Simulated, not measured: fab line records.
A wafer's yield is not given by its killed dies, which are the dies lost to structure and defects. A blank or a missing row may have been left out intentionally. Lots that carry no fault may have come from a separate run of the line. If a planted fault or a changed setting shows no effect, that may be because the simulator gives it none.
Split-lot trial	flow n5-finfet	route with 1938 steps; 7 lots, 39 wafers read

== ON THE SPLIT ==
At N5_HKMG_FIN_ALD_79 (deposits TiN, target thk 1.5 nm, pulse time 1 s, purge time 3 s), the setting ald-cycles was moved away from the recipe's 68 on 9 of the 39 wafers read, by -22.1% to +38.2%. For the rest of the wafers, this setting stayed at what the recipe calls for.

== FROM THE SPLIT TO THE READING: what the file shows between them, 3 steps ==
- N5_HKMG_FIN_CVD_62: deposits a-Si from Si2H6, target thk 3 nm, time 20.8 s
- N5_HKMG_FIN_RTA_80: time 2 s
- N5_HKMG_FIN_PRECLEAN_64: cleans in dHF, time 30 s

== THE READING ==
TiN_of_HKMG_FIN_ALD_79.thk-nm (the simulator's own value, which no gauge read), in nm, at N5_HKMG_FIN_WET_ETCH_65 (etches a-Si in TMAH, stops on TiN, time 49 s, target depth 3 nm). No usual value for it is given in the file. Here, 30 wafers ran the recipe; their average is 1.2 nm with a standard deviation of 0.08 nm.

wafer	tool, chamber at the split	ald-cycles as run	against the recipe	TiN_of_HKMG_FIN_ALD_79.thk-nm, nm	against lot-mates on the recipe
L075.1	ald-metal-03, 1,0,1	91	+33.8%	1.8	+0.5
L075.3	ald-metal-03, 1,0,1	91	+33.8%	1.8	+0.5
L075.5	ald-metal-03, 1,0,1	91	+33.8%	1.8	+0.5
L075.2	ald-metal-03, 2,3	68	recipe	1.4	-
L075.4	ald-metal-03, 2,3	68	recipe	1.2	-
L075.6	ald-metal-03, 0	68	recipe	1.2	-
L077.1	ald-metal-04, 3	68	recipe	1.2	-
L077.2	ald-metal-04, 2,0,1,0	68	recipe	1.2	-
L077.5	ald-metal-04, 3	68	recipe	1.2	-
L077.3	ald-metal-04, 2,0,1,0	68	recipe	1.4	-
L077.4	ald-metal-04, 2,0,1,0	68	recipe	1.4	-
L077.6	ald-metal-04, 2,0,1,0	68	recipe	1.4	-
L081.1	ald-metal-04, 2,3,3	68	recipe	1.2	-
L081.2	ald-metal-04, 2,3,3	68	recipe	1.2	-
L081.5	ald-metal-04, 2,3,3	68	recipe	1.2	-
L081.6	ald-metal-04, 1,0,0	68	recipe	1.2	-
L081.3	ald-metal-04, 1,0,0	68	recipe	1.4	-
L081.4	ald-metal-04, 1,0,0	68	recipe	1.4	-
L082.1	ald-metal-02, 0,3,3	68	recipe	1.2	-
L082.4	ald-metal-02, 0,3,3	68	recipe	1.2	-
L082.6	ald-metal-02, 0,3,3	68	recipe	1.2	-
L084.1	ald-metal-04, 2,1,2	53	-22.1%	1	-0.2
L084.3	ald-metal-04, 2,1,2	53	-22.1%	1	-0.2
L084.6	ald-metal-04, 2,1,2	53	-22.1%	1	-0.2
L084.2	ald-metal-04, 0,3,3	68	recipe	1.2	-
L084.4	ald-metal-04, 0,3,3	68	recipe	1.2	-
L084.5	ald-metal-04, 0,3,3	68	recipe	1.2	-
L085.1	ald-metal-02, 1,3,0,0,1	68	recipe	1.2	-
L085.2	ald-metal-02, 1,3,0,0,1	68	recipe	1.2	-
L085.3	ald-metal-02, 1,3,0,0,1	68	recipe	1.2	-
L085.4	ald-metal-02, 2	68	recipe	1.2	-
L085.5	ald-metal-02, 1,3,0,0,1	68	recipe	1.2	-
L085.6	ald-metal-02, 1,3,0,0,1	68	recipe	1.2	-
L097.1	ald-metal-02, 1,1,0	68	recipe	1.2	-
L097.5	ald-metal-02, 1,1,0	68	recipe	1.2	-
L097.6	ald-metal-02, 1,1,0	68	recipe	1.2	-
L097.2	ald-metal-02, 2,0,3	94	+38.2%	1.8	+0.6
L097.3	ald-metal-02, 2,0,3	94	+38.2%	1.8	+0.6
L097.4	ald-metal-02, 2,0,3	94	+38.2%	1.8	+0.6
If several chambers appear in one row, that row covers several wafers at once and the file leaves open which wafer was in which chamber.

THE FIT
A straight line over all 39 wafers: TiN_of_HKMG_FIN_ALD_79.thk-nm changes by +0.0146 nm for each +1% of ald-cycles; r = +0.95; the points scatter about the line by 0.077 nm.
The same after taking each lot's own level away (the mean of its wafers on the recipe; 39 wafers): +0.0144 nm for each +1%; r = +0.95; scatter 0.071 nm.
On that fit, the largest move of ald-cycles shifts the reading by 0.55 nm.
Measured against the standard deviation above, the lots' own levels, which go from 1.20 to 1.30 nm, span 1.3 times it.
Consequently the slope shifts little with the lot-to-lot level, the two slopes agreeing.
Check: for one of the wafers moved furthest among these (+38.2%), held out of the fit, the line's prediction against its lot-mates is +0.561 nm. It came out at +0.6 nm against them.

== ADDITIONAL SPLITS CARRIED BY THESE WAFERS ==
Note: prior to the reading, these wafers also went through further splits. Each is held against what the fit with the lots' levels taken away leaves over:
other split on the same wafers	wafers away from the commonest value	r with TiN_of_HKMG_FIN_ALD_79.thk-nm (lot level and that fit taken away)
N5_ZERO_LAYER_PECVD_02 time-s	6	+0.06
N5_PMOS_HMC_CHANNEL_EPI_DEVELOP_08 develop-time-s	12	-0.13
N5_SD_EPI_N_EPI_21 time-s	12	+0.16

== THE WHOLE CHAIN: every reading that the file lists as answering this split, in the file's order ==
step	what it does	reading	change (the file's fit)	r (the file's)
N5_HKMG_FIN_ALD_79	deposits TiN, target thk 1.5 nm, pulse time 1 s, purge time 3 s	TiN_of_HKMG_FIN_ALD_79.thk-nm (the simulator's own value, which no gauge read)	+0.0139 nm for each +1% of the setting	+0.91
N5_HKMG_FIN_WET_ETCH_65	etches a-Si in TMAH, stops on TiN, time 49 s, target depth 3 nm	TiN_of_HKMG_FIN_ALD_79.thk-nm (the simulator's own value, which no gauge read)	+0.0147 nm for each +1% of the setting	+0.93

== FILE'S OWN FIT ==
TiN_of_HKMG_FIN_ALD_79.thk-nm changes by +0.0147 nm for each +1% of ald-cycles, r = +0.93.
